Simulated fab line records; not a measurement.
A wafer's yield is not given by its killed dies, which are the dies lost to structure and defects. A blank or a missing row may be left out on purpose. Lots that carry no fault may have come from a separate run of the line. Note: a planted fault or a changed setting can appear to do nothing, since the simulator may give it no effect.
Matching of chambers | flow nand-harc | NHARC_A_CHANNEL_FILL_D1_ALD_16 on ald-hk-02: 4 sister chambers
The step deposits SiO2, target thk 1.5 nm, pulse time 10 s, ald cycles 15. 7 wafers are shown with their chamber, then 7 later ones without.

WAFERS PAIRED WITH THEIR CHAMBERS
wafer  | chamber | heater-power-w (W) | precursor-pulse-height-rel
L840.5 | 3       | 539                | 1.025
L846.6 | 0       | 418                | 1.013
L848.1 | 0       | 427                | 0.987
L848.4 | 1       | 457                | 1.007
L848.6 | 2       | 562                | 1.025
L850.1 | 3       | 523                | 1.006
L850.4 | 1       | 498                | 0.978

WAFERS WITH NO CHAMBER GIVEN
wafer  | heater-power-w (W) | precursor-pulse-height-rel
L850.5 | 499                | 0.972
L851.1 | 573                | 1.003
L851.3 | 493                | 1.051
L851.4 | 445                | 1.044
L857.1 | 491                | 0.967
L857.2 | 563                | 0.993
L857.3 | 443                | 0.969

EACH ONE'S CHAMBER
wafer  | from the rows above               | in truth
L850.5 | can't be placed: 1 or 3           | 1
L851.1 | can't be placed: 2 or 3           | 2
L851.3 | can't be placed: 3 or 1 or 2 or 0 | 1
L851.4 | can't be placed: 0 or 1           | 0
L857.1 | can't be placed: 1 or 3           | 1
L857.2 | can't be placed: 2 or 3           | 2
L857.3 | can't be placed: 0 or 1           | 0
Correct placement for 0 of the 7. Not placeable from these rows: 7 (in 7, the candidates include the true chamber). 0 placed wrongly.
How it was worked out, from the rows above alone: a wafer's distance from a chamber is the root of the sum, over the readings, of the square of ((its reading less the chamber's mean) divided by the reading's scatter). If the next closest chamber is less than 2 further off than the closest, the wafer can't be placed; otherwise it belongs to the closest. For every chamber, the mean is computed from those of its wafers that are shown. The scatter: take each reading less its chamber's mean, square it, sum over the shown wafers, divide by the number of wafers less the number of chambers, and take the root.
